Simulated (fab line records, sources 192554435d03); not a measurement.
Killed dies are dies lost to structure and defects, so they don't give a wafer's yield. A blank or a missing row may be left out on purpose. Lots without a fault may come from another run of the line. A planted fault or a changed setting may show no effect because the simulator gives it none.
fab line records | flow n5_finfet
record lots=7 wafers=21
route steps=1938 shown BEOL_M6@1230 BEOL_M7@1299 BEOL_M8@1377 BEOL_M10@1476 BEOL_M12@1609 BEOL_M13@1659
start_h: hours from the record's first day to the start of the lot's first wafer shown | wait_h: hours since the lot's step before | " the same as in the row above | L1.1+2: a row that stands for several wafers | - no value, or no start given | * or withheld: withheld | < > ~ a bound
route shown NAME@n: a module of which the file shows steps, and the number in the route of the first | usual: mean/standard deviation of fault-free wafers | same: alike in all rows | chamber/n: place in a boat | sites: the reading at each site | _std_site: their standard deviation | _edge_site: outer sites' mean less inner sites' | radius_mm: how far each site lies from the wafer's centre | mask NAME#n: copy n | behind: the tool/chamber that last shaped the wafer | hold: why the lot was held/for how many hours/how that ended | device: the transistor (n, p or np) that didn't switch | end of line: the same wafers' tests at the end of the route | a step without rows: its recipe alone | killed: dies lost to structure and defects at the first sort, not the wafer's yield | map: a wafer's dies, x killed, . not, _ none there
set.NAME: the setting as run; set.NAME@STEP: as run at that earlier step | model.NAME: the simulator's own value behind a step, which no gauge read
lots whose settings were changed on purpose; a table a step, a row a wafer
## steps
# step N5_BEOL_M6_DESCUM_33
# recipe chemistry=O2 time_s=7 source_power_w=50 bias_power_w=20 pressure_mtorr=20 rf_frequency_hz=2.712e+07 temp_c=40 resist=CAR-EUV o2_flow_sccm=225
# columns lot.wafer tool chamber start_h wait_h set.time_s model.CAR-EUV_of_BEOL_M6_COAT_22.thk_nm
L074.1+4+5 rie_diel-04 0,1,0 259.36 0.3 7 26
L076.3 rie_diel-04 2 288.49 0.0 7 26.2
L076.4 " 0 " " 6.031 26.4
L076.6 " 0 " " 7 26
L075.3+4+5 rie_diel-01 0,3,1 289.84 0.0 5.471 26.8
L078.2 rie_diel-03 2 298.75 0.0 7 26
L078.5+6 " 3,0 " " 5.517 26.6
L089.1 rie_diel-04 0 372.85 0.0 7.942 25.6
L089.3 " 3 " " 7 26.2
L089.4 " 2 " " 7.942 25.8
L091.2+3+4 rie_diel-01 1,3,2 380.18 0.0 7 26.2
L092.1+2 rie_diel-04 3,1 380.62 0.0 7 26
L092.4 " 2 " " 5.78 26.6
# step N5_BEOL_M6_ETCH_66
# recipe chemistry=N2/H2 target=SOC target_depth_a=800 overetch_a=160 mask_material=SiARC temp_c=40 time_s=120 ion_energy_ev=200 pressure_mtorr=30 source_w=840 bias_w=150 n2_flow_sccm=200 h2_flow_sccm=200
# usual rf_vpp_V=523.1/2.3
# columns lot.wafer tool chamber start_h wait_h set.bias_w rf_vpp_V model.SiARC_of_BEOL_M6_COAT_64.thk_nm
L074.1 rie_diel-04 0 259.44 0.0 176.8 579.1 4.8
L074.4 " 1 " " 150 520.6 6.2
L074.5 " 0 " " 150 521.6 6.2
L076.3 rie_diel-04 2 288.57 0.0 150 527.1 6.2
L076.4 " 0 " " 150 521.5 6.2
L076.6 " 0 " " 150 522.0 6.2
L075.3 rie_diel-01 0 289.92 0.0 128.4 471.6 7.6
L075.4 " 3 " " 150 522.5 6.4
L075.5 " 1 " " 150 527.7 6.2
L078.2 rie_diel-03 2 298.83 0.0 150 524.9 6.8
L078.5 " 3 " " 136.1 491.5 7.2
L078.6 " 0 " " 136.1 491.6 7
L089.1 rie_diel-04 0 372.93 0.0 150 521.7 6.2
L089.3 " 3 " " 150 524.3 6.8
L089.4 " 2 " " 150 524.8 6.4
L091.2 rie_diel-01 1 380.26 0.0 150 526.9 6
L091.3 " 3 " " 150 521.9 6.2
L091.4 " 2 " " 150 523.0 6.6
L092.1 rie_diel-04 3 380.70 0.0 150 525.9 6.6
L092.2 " 1 " " 150 520.9 6
L092.4 " 2 " " 150 524.6 6.2
# step N5_BEOL_M6_ALD_77
# recipe material=TaN target_thk_a=20 temp_c=275 ald_precursor_family=PDMAT ald_co_reactant=NH3 pressure_torr=3 carrier_flow_sccm=1500 pulse_time_s=2 purge_time_s=3 co_reactant_purge_time_s=2 co_reactant_pulse_time_s=3 ald_cycles=40 precursor_vessel_temp_c=75 precursor_vessel_pressure_torr=26.25 precursor_vessel_carrier_sccm=1000
# columns lot.wafer tool chamber start_h wait_h set.ald_cycles model.TaN_of_BEOL_M6_ALD_77.thk_nm
L074.1+4+5 ald_metal-01 3,2,0 260.44 0.0 40 2
L076.3 ald_metal-01 1 289.90 0.1 35 1.8
L076.4+6 " 2,0 " " 40 2
L075.3+4 ald_metal-02 2 291.30 0.1 45 2.2
L075.5 " 0 " " 40 2
L078.2+6 ald_metal-02 3,0 299.82 0.1 40 2
L078.5 " 1 " " 43 2.2
L089.1 ald_metal-04 2 374.30 0.0 40 2
L089.3+4 " 1,0 " " 37 1.8
L091.2+3+4 ald_metal-02 2,0,1 381.63 0.0 40 2
L092.1+2 ald_metal-01 2,1 381.79 0.0 46 2.4
L092.4 " 0 " " 40 2
# step N5_BEOL_M7_DESCUM_33
# recipe chemistry=O2 time_s=7 source_power_w=50 bias_power_w=20 pressure_mtorr=20 rf_frequency_hz=2.712e+07 temp_c=40 resist=CAR-EUV o2_flow_sccm=225
# columns lot.wafer tool chamber start_h wait_h set.time_s model.CAR-EUV_of_BEOL_M7_COAT_22.thk_nm
L074.1+4 rie_diel-06 2,1 270.65 0.0 7 26
L074.5 " 1 " " 7 26.2
L075.3 rie_diel-05 1 296.49 0.0 7 26.2
L075.4+5 " 3,0 " " 6.489 26.4
L076.3+4+6 rie_diel-05 1,2,3 298.00 0.0 7 26
L078.2+5 rie_diel-06 3 306.94 0.0 7 26
L078.6 " 1 " " 6.544 26.4
L089.1+3 rie_diel-05 3,2 381.10 0.2 7.929 25.6
L089.4 " 2 " " 7 26
L091.2 rie_diel-02 1 388.97 0.6 7 26.2
L091.3+4 " 0,2 " " 7 26
L092.1+4 rie_diel-02 3,2 389.37 0.8 7 26.2
L092.2 " 1 " " 8.221 25.6
# step N5_BEOL_M7_ETCH_72
# recipe chemistry=N2/H2 target=underlayer target_depth_a=65 mask_material=CAR-EUV time_s=5.2 ion_energy_ev=200 pressure_mtorr=30 source_w=840 bias_w=150 n2_flow_sccm=200 h2_flow_sccm=200 ends=cleared
# columns lot.wafer tool chamber start_h wait_h set.time_s@BEOL_M7_DESCUM_33 model.CAR-EUV_of_BEOL_M7_COAT_22.thk_nm
L074.1+5 rie_diel-06 2,1 270.68 0.0 7 20.4
L074.4 " 1 " " 7 20.2
L075.3 rie_diel-05 1 296.53 0.0 7 20.4
L075.4 " 3 " " 6.489 20.6
L075.5 " 0 " " 6.489 20.8
L076.3+6 rie_diel-05 1,3 298.03 0.0 7 20.2
L076.4 " 2 " " 7 20.4
L078.2 rie_diel-06 3 306.98 0.0 7 20.2
L078.5 " 3 " " 7 20.4
L078.6 " 1 " " 6.544 20.6
L089.1+3 rie_diel-05 3,2 381.13 0.0 7.929 19.8
L089.4 " 2 " " 7 20.4
L091.2+3 rie_diel-02 1,0 389.00 0.0 7 20.4
L091.4 " 2 " " 7 20.2
L092.1 rie_diel-02 3 389.40 0.0 7 20.6
L092.2 " 1 " " 8.221 19.8
L092.4 " 2 " " 7 20.4
# step N5_BEOL_M7_TRENCH_ETCH_37
# recipe chemistry=C4F6/O2 target_depth_a=934.78 target=SiCOH_lowk time_s=31.2 ion_energy_ev=250 pressure_mtorr=30 source_w=345 bias_w=185 Ar_flow_sccm=300 C4F6_flow_sccm=10 O2_flow_sccm=10
# columns lot.wafer tool chamber start_h wait_h set.time_s model.etch.depth_nm model.BEOL_M7.feature_depth_nm
L074.1 rie_diel-06 2 - - 31.2 90.26 90.2
L074.4 " 1 " " 31.2 91.34 91.4
L074.5 " 1 " " 31.2 91.55 91.6
L075.3 rie_diel-05 1 - - 31.2 89.62 89.6
L075.4 " 3 " " 31.2 91.1 91.2
L075.5 " 0 " " 31.2 91.03 91
L076.3 rie_diel-05 1 - - 31.2 91.12 91.2
L076.4 " 2 " " 31.2 94.64 94.6
L076.6 " 3 " " 28.35 84.29 84.2
L078.2 rie_diel-06 3 - - 31.2 97.72 97.8
L078.5 " 3 " " 35.66 112.4 112.4
L078.6 " 1 " " 35.66 105.3 105.2
L089.1 rie_diel-05 3 - - 31.2 91.99 92
L089.3 " 2 " " 31.2 94.73 94.8
L089.4 " 2 " " 31.2 94.89 94.8
L091.2 rie_diel-02 1 - - 31.2 91.02 91
L091.3 " 0 " " 31.2 93.98 94
L091.4 " 2 " " 31.2 91.78 91.8
L092.1 rie_diel-02 3 - - 31.2 90.68 90.6
L092.2 " 1 " " 31.2 91.95 92
L092.4 " 2 " " 31.2 93.13 93.2
# step N5_BEOL_M7_ETCH_41
# recipe chemistry=CH3F/O2 target=SiCN target_depth_a=319 taper_deg=2 time_s=57.8 ion_energy_ev=120 mask_material=TiN pressure_mtorr=30 source_w=395 bias_w=75 Ar_flow_sccm=150 CH3F_flow_sccm=30 O2_flow_sccm=20
# step N5_BEOL_M7_STRIP_80
# recipe chemistry=N2/H2 time_s=10 power_w=450 temp_c=40 pressure_mtorr=20 rf_frequency_hz=6e+07 bias_power_w=7 n2_flow_sccm=200 h2_flow_sccm=200
# step N5_BEOL_M7_OCD_MEAS_38
# usual trench_depth_nm=92.6/2.3
# columns lot.wafer tool chamber start_h wait_h set.time_s@BEOL_M7_TRENCH_ETCH_37 trench_depth_nm
L074.1 ocd-01 - 271.08 - 31.2 90.1
L074.4 " - " " 31.2 90.9
L074.5 " - " " 31.2 91.9
L075.3 ocd-01 - 296.92 - 31.2 90.3
L075.4 " - " " 31.2 90.7
L075.5 " - " " 31.2 90.9
L076.3 ocd-01 - 298.43 - 31.2 91.1
L076.4 " - " " 31.2 94.8
L076.6 " - " " 28.35 83.8
L078.2 ocd-02 - 307.38 - 31.2 97.4
L078.5 " - " " 35.66 111.8
L078.6 " - " " 35.66 104.8
L089.1 ocd-01 - 381.53 - 31.2 92.1
L089.3 " - " " 31.2 94.7
L089.4 " - " " 31.2 95.0
L091.2 ocd-02 - 389.40 - 31.2 90.9
L091.3 " - " " 31.2 94.2
L091.4 " - " " 31.2 91.5
L092.1 ocd-01 - 389.79 - 31.2 90.8
L092.2 " - " " 31.2 91.8
L092.4 " - " " 31.2 93.4
# step N5_BEOL_M8_TRENCH_ETCH_37
# recipe chemistry=C4F6/O2 target_depth_a=934.78 target=SiCOH_lowk time_s=31.2 ion_energy_ev=250 pressure_mtorr=30 source_w=345 bias_w=185 Ar_flow_sccm=300 C4F6_flow_sccm=10 O2_flow_sccm=10
# usual rf_vpp_V=655/21
# columns lot.wafer tool chamber start_h wait_h set.source_w rf_vpp_V
L074.1 rie_diel-04 0 - - 393.6 626
L074.4 " 2 " " 393.6 637
L074.5 " 0 " " 345 670
L075.3 rie_diel-03 3 - - 299.3 699
L075.4 " 1 " " 345 634
L075.5 " 0 " " 299.3 687
L076.3 rie_diel-04 2 - - 345 679
L076.4 " 3 " " 379.6 651
L076.6 " 3 " " 379.6 649
L078.2 rie_diel-03 2 - - 345 663
L078.5 " 1 " " 395.3 590
L078.6 " 3 " " 345 650
L089.1 rie_diel-01 2 - - 345 693
L089.3 " 3 " " 398.9 640
L089.4 " 0 " " 398.9 583
L091.2 rie_diel-03 0 - - 345 638
L091.3 " 1 " " 345 632
L091.4 " 3 " " 345 649
L092.1 rie_diel-03 0 - - 345 637
L092.2 " 3 " " 296.1 703
L092.4 " 3 " " 345 649
# step N5_BEOL_M10_COAT_60
# recipe resist=SiARC temp_c=220 time_s=60 spin_rpm=1500 resist_thk_nm=30
# columns lot.wafer tool chamber start_h wait_h set.spin_rpm model.SiARC_of_BEOL_M10_COAT_60.thk_nm
L074.1+5 litho_track-04 0 - - 1500 30
L074.4 " 0 " " 1633 28.8
L075.3+4+5 litho_track-04 0 - - 1500 30
L076.3+4 litho_track-05 0 - - 1500 30.2
L076.6 " 0 " " 1500 30
L078.2+6 litho_track-04 0 - - 1500 30.2
L078.5 " 0 " " 1500 30
L089.1 litho_track-05 0 - - 1364 31.6
L089.3 " 0 " " 1500 30
L089.4 " 0 " " 1500 30.2
L091.2+3+4 litho_track-04 0 - - 1500 30
L092.1 litho_track-03 0 - - 1639 28.6
L092.2+4 " 0 " " 1639 28.8
# step N5_BEOL_M10_DEVELOP_10
# recipe develop_time_s=30 developer=TMAH resist=CAR-ArF rinse_liquid=diw dry=air_spin dev_temp_c=23
# columns lot.wafer tool chamber start_h wait_h set.develop_time_s
L074.1+5 litho_track-03 0 - - 30
L074.4 " 0 " " 35.26
L075.3+5 litho_track-03 0 - - 30
L075.4 " 0 " " 32.27
L076.3+4+6 litho_track-04 0 - - 30
L078.2 litho_track-04 0 - - 32.45
L078.5+6 " 0 " " 30
L089.1+3 litho_track-04 0 - - 30
L089.4 " 0 " " 23.7
L091.2+3+4 litho_track-03 0 - - 30
L092.1+2+4 litho_track-03 0 - - 30
# step N5_BEOL_M10_DESCUM_16
# recipe chemistry=O2 time_s=7.9 source_power_w=50 bias_power_w=20 pressure_mtorr=20 rf_frequency_hz=2.712e+07 temp_c=40 resist=CAR-ArF o2_flow_sccm=225
# step N5_BEOL_M10_ETCH_61
# recipe chemistry=CF4 target=SiARC target_depth_a=390 mask_material=CAR-ArF time_s=65 ion_energy_ev=80 pressure_mtorr=40 source_w=545 bias_w=36 Ar_flow_sccm=100 cf4_flow_sccm=100 ends=cleared
# columns lot.wafer tool chamber start_h wait_h set.spin_rpm@BEOL_M10_COAT_60 model.etch.depth_nm model.CAR-ArF_of_BEOL_M10_COAT_05.thk_nm
L074.1 rie_diel-04 2 293.87 0.0 1500 30.02 55.6
L074.4 " 0 " " 1633 28.84 56.6
L074.5 " 1 " " 1500 30.01 55.8
L075.3 rie_diel-04 1 317.59 0.0 1500 29.95 55.6
L075.4 " 3 " " 1500 30.02 55.8
L075.5 " 0 " " 1500 30 55.6
L076.3 rie_diel-04 0 321.04 0.0 1500 30.16 55
L076.4 " 1 " " 1500 30.12 55
L076.6 " 1 " " 1500 30.09 55.4
L078.2 rie_diel-01 2 329.99 0.0 1500 30.14 55.2
L078.5 " 1 " " 1500 30.05 55.4
L078.6 " 2 " " 1500 30.13 54.8
L089.1 rie_diel-03 0 404.82 0.0 1364 31.56 54
L089.3 " 1 " " 1500 30.07 55.4
L089.4 " 3 " " 1500 30.12 55.4
L091.2 rie_diel-04 0 412.42 0.0 1500 30.05 55.2
L091.3 " 2 " " 1500 30.05 55.6
L091.4 " 1 " " 1500 29.99 55.2
L092.1 rie_diel-03 3 418.11 0.0 1639 28.66 56.2
L092.2 " 0 " " 1639 28.71 56
L092.4 " 2 " " 1639 28.75 56.4
# step N5_BEOL_M12_PEB_08
# recipe peb_temp_c=130 peb_time_s=90
# columns lot.wafer tool chamber start_h wait_h set.peb_time_s
L074.1 litho_track-05 0 309.97 0.1 90
L074.4+5 " 0 " " 72.75
L075.3 litho_track-02 0 331.43 0.0 102.1
L075.4+5 " 0 " " 90
L076.3+4 litho_track-02 0 335.28 0.0 90
L076.6 " 0 " " 82.85
L078.2 litho_track-02 0 343.37 0.0 73.77
L078.5+6 " 0 " " 90
L089.1 litho_track-04 0 419.78 0.1 99.77
L089.3+4 " 0 " " 90
L091.2+3+4 litho_track-04 0 429.97 0.0 90
L092.1 litho_track-04 0 436.51 0.1 80.97
L092.2+4 " 0 " " 90
# step N5_BEOL_M12_DEVELOP_09
# recipe develop_time_s=45 rinse_liquid=diw dry=air_spin dev_temp_c=21
# step N5_BEOL_M12_HARDBAKE_14
# recipe temp_c=130 time_s=120
# step N5_BEOL_M12_CD_MEAS_10
# recipe target_cd_nm=140 landing_energy_ev=500 detector=se_inlens polarity=opening
# usual cd_nm=139.1/1.7
# columns lot.wafer tool chamber start_h wait_h set.peb_time_s@BEOL_M12_PEB_08 cd_nm
L074.1 cd_sem-01 0 310.08 - 90 137.1
L074.4 " 0 " " 72.75 132.3
L074.5 " 0 " " 72.75 135.8
L075.3 cd_sem-02 0 331.54 - 102.1 144.3
L075.4 " 0 " " 90 137.8
L075.5 " 0 " " 90 137.9
L076.3 cd_sem-02 0 335.39 - 90 144.4
L076.4 " 0 " " 90 141.8
L076.6 " 0 " " 82.85 138.7
L078.2 cd_sem-03 0 343.48 - 73.77 132.1
L078.5 " 0 " " 90 140.8
L078.6 " 0 " " 90 138.7
L089.1 cd_sem-02 0 419.90 - 99.77 144.2
L089.3 " 0 " " 90 139.6
L089.4 " 0 " " 90 139.3
L091.2 cd_sem-03 0 430.08 - 90 140.0
L091.3 " 0 " " 90 140.4
L091.4 " 0 " " 90 138.3
L092.1 cd_sem-01 0 436.63 - 80.97 135.7
L092.2 " 0 " " 90 141.0
L092.4 " 0 " " 90 137.7
# step N5_BEOL_M13_ILD_DEP_00
# recipe material=SiOC target_thk_a=8379.2 temp_c=350 precursor=DEMS/O2 pressure_torr=5 rf_w=500 time_s=166.4
# columns lot.wafer tool chamber start_h wait_h set.time_s model.SiOC_of_BEOL_M13_ILD_DEP_00.thk_nm
L074.1 pecvd-04 2 315.25 0.0 166.4 822.8
L074.4 " 0 " " 166.4 851
L074.5 " 2 " " 166.4 830.8
L075.3 pecvd-03 0 335.98 0.0 179.3 894.8
L075.4 " 2 " " 166.4 839.4
L075.5 " 1 " " 166.4 826.2
L076.3 pecvd-04 0 342.14 0.1 147.8 763.4
L076.4 " 2 " " 166.4 839.8
L076.6 " 2 " " 166.4 832.2
L078.2 pecvd-01 1 348.35 0.0 166.4 821.2
L078.5 " 0 " " 177.9 896.2
L078.6 " 1 " " 177.9 897.4
L089.1 pecvd-04 0 427.41 0.0 166.4 839
L089.3 " 2 " " 179.1 892.4
L089.4 " 2 " " 166.4 837.8
L091.2 pecvd-04 0 435.43 0.0 166.4 826.8
L091.3 " 0 " " 166.4 861.8
L091.4 " 1 " " 166.4 853.4
L092.1 pecvd-03 0 449.97 0.0 166.4 843
L092.2 " 1 " " 166.4 834
L092.4 " 0 " " 166.4 854.2
# step N5_BEOL_M13_THK_MEAS_01
# recipe reads=SiOC_of_BEOL_M13_ILD_DEP_00
# usual M13_ILD_THK=837/13
# columns lot.wafer tool chamber start_h wait_h set.time_s@BEOL_M13_ILD_DEP_00 M13_ILD_THK[nm]
L074.1 film_metro-01 - 315.41 0.1 166.4 823
L074.4 " - " " 166.4 851
L074.5 " - " " 166.4 831
L075.3 film_metro-02 - 336.13 0.1 179.3 894
L075.4 " - " " 166.4 839
L075.5 " - " " 166.4 826
L076.3 film_metro-01 - 342.29 0.1 147.8 763
L076.4 " - " " 166.4 840
L076.6 " - " " 166.4 833
L078.2 film_metro-02 - 348.50 0.1 166.4 821
L078.5 " - " " 177.9 896
L078.6 " - " " 177.9 897
L089.1 film_metro-02 - 427.56 0.1 166.4 838
L089.3 " - " " 179.1 892
L089.4 " - " " 166.4 838
L091.2 film_metro-02 - 435.66 0.2 166.4 827
L091.3 " - " " 166.4 862
L091.4 " - " " 166.4 854
L092.1 film_metro-01 - 450.12 0.1 166.4 843
L092.2 " - " " 166.4 835
L092.4 " - " " 166.4 854
## key
split step=N5_BEOL_M6_DESCUM_33 setting=time_s stated=7 by=wafer
response step=N5_BEOL_M6_DESCUM_33 reading=model.CAR-EUV_of_BEOL_M6_COAT_22.thk_nm change=-0.0303 per=1% r=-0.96
split step=N5_BEOL_M6_ETCH_66 setting=bias_w stated=150 by=wafer
response step=N5_BEOL_M6_ETCH_66 reading=rf_vpp_V change=+3.45 per=1% r=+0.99
response step=N5_BEOL_M6_ETCH_66 reading=model.SiARC_of_BEOL_M6_COAT_64.thk_nm change=-0.0759 per=1% r=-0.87
split step=N5_BEOL_M6_ALD_77 setting=ald_cycles stated=40 by=wafer
response step=N5_BEOL_M6_ALD_77 reading=model.TaN_of_BEOL_M6_ALD_77.thk_nm change=+0.0215 per=1% r=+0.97
split step=N5_BEOL_M7_DESCUM_33 setting=time_s stated=7 by=wafer
response step=N5_BEOL_M7_DESCUM_33 reading=model.CAR-EUV_of_BEOL_M7_COAT_22.thk_nm change=-0.0344 per=1% r=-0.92
response step=N5_BEOL_M7_ETCH_72 reading=model.CAR-EUV_of_BEOL_M7_COAT_22.thk_nm change=-0.0422 per=1% r=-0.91
split step=N5_BEOL_M7_TRENCH_ETCH_37 setting=time_s stated=31.2 by=wafer
response step=N5_BEOL_M7_TRENCH_ETCH_37 reading=model.etch.depth_nm change=+0.823 per=1% r=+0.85
response step=N5_BEOL_M7_TRENCH_ETCH_37 reading=model.BEOL_M7.feature_depth_nm change=+0.823 per=1% r=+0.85
response step=N5_BEOL_M7_OCD_MEAS_38 reading=trench_depth_nm change=+0.837 per=1% r=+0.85
split step=N5_BEOL_M8_TRENCH_ETCH_37 setting=source_w stated=345 by=wafer
response step=N5_BEOL_M8_TRENCH_ETCH_37 reading=rf_vpp_V change=-4.16 per=1% r=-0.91
split step=N5_BEOL_M10_COAT_60 setting=spin_rpm stated=1500 by=wafer
response step=N5_BEOL_M10_COAT_60 reading=model.SiARC_of_BEOL_M10_COAT_60.thk_nm change=-0.151 per=1% r=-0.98
response step=N5_BEOL_M10_ETCH_61 reading=model.etch.depth_nm change=-0.148 per=1% r=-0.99
response step=N5_BEOL_M10_ETCH_61 reading=model.CAR-ArF_of_BEOL_M10_COAT_05.thk_nm change=+0.129 per=1% r=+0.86
split step=N5_BEOL_M10_DEVELOP_10 setting=develop_time_s stated=30 by=wafer
response none clear
split step=N5_BEOL_M12_PEB_08 setting=peb_time_s stated=90 by=wafer
response step=N5_BEOL_M12_CD_MEAS_10 reading=cd_nm change=+0.35 per=1% r=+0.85
split step=N5_BEOL_M13_ILD_DEP_00 setting=time_s stated=166.4 by=wafer
response step=N5_BEOL_M13_ILD_DEP_00 reading=model.SiOC_of_BEOL_M13_ILD_DEP_00.thk_nm change=+7.65 per=1% r=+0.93
response step=N5_BEOL_M13_THK_MEAS_01 reading=M13_ILD_THK change=+7.64 per=1% r=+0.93
